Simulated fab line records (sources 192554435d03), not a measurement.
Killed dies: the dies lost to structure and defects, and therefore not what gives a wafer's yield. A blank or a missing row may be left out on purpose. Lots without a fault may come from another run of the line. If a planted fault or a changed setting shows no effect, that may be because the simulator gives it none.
2 desks, one fault / flow n5 finfet / numbers are kept per desk, each desk with only its own; the story behind them comes last

== THE METROLOGY DESK ==
Lot by lot, what the gauges showed, no matter which tool ran the lot: averages of those sampled wafers that carry a number. If a lot's mean is further than 4 standard deviations from the usual mean, the lot is out of limits and carries the mark OUT (the distance appears in the brackets).
Columns: A = cd nm at N5_PASSIVATION_CD_MEAS_44, usual 40002 nm
lot=L188; first seen here=day 13 15:27; A=39998
lot=L190; first seen here=day 14 10:25; A=40004
lot=L189; first seen here=day 14 10:36; A=40009
lot=L192; first seen here=day 14 14:52; A=40001
lot=L195; first seen here=day 14 20:02; A=40002
lot=L193; first seen here=day 15 07:53; A=40005
lot=L194; first seen here=day 15 13:29; A=40004
lot=L196; first seen here=day 15 17:53; A=40002
lot=L198; first seen here=day 15 19:11; A=40001
lot=L199; first seen here=day 16 11:30; A=40001
lot=L203; first seen here=day 17 08:36; A=39994
lot=L204; first seen here=day 17 09:25; A=40000
lot=L207; first seen here=day 19 02:13; A=40003
lot=L206; first seen here=day 19 03:16; A=40003
This desk found nothing out of limits on any of the 14 lots.

== THE TOOL OWNER'S DESK: ald sin-01 ==
The tool's own readings at N5_BEOL_M0_SAQP_SPACER1_ALD_98 (deposits SiO2, target thk 12.8 nm, pulse time 1 s, purge time 2 s): means of the sampled wafers that have a number, for each lot that ran on this tool. If a lot's mean is further than 4 standard deviations from the usual mean, the lot is out of limits and carries the mark OUT (the distance appears in the brackets).
Columns: A = heater power outer w at N5_BEOL_M0_SAQP_SPACER1_ALD_98, usual 284 W; B = heater power w at N5_BEOL_M0_SAQP_SPACER1_ALD_98, usual 498 W; C = precursor pulse height rel at N5_BEOL_M0_SAQP_SPACER1_ALD_98, usual 0.999
lot=L193; first seen here=day 7 19:50; A=283; B=487; C=0.997
lot=L195; first seen here=day 8 06:53; A=297; B=507; C=1.017
lot=L198; first seen here=day 9 00:44; A=302; B=494; C=0.995
lot=L203; first seen here=day 10 05:39; A=312; B=478; C=0.979
lot=L204; first seen here=day 10 20:17; A=306; B=497; C=1.025
This desk found nothing out of limits on any of the 5 lots.

== ALL TOGETHER ==
At the metrology desk, nothing out of limits was observed.
Nothing out of limits was seen by the tool owner's desk.

== WHAT THE SIMULATOR PUT IN ==
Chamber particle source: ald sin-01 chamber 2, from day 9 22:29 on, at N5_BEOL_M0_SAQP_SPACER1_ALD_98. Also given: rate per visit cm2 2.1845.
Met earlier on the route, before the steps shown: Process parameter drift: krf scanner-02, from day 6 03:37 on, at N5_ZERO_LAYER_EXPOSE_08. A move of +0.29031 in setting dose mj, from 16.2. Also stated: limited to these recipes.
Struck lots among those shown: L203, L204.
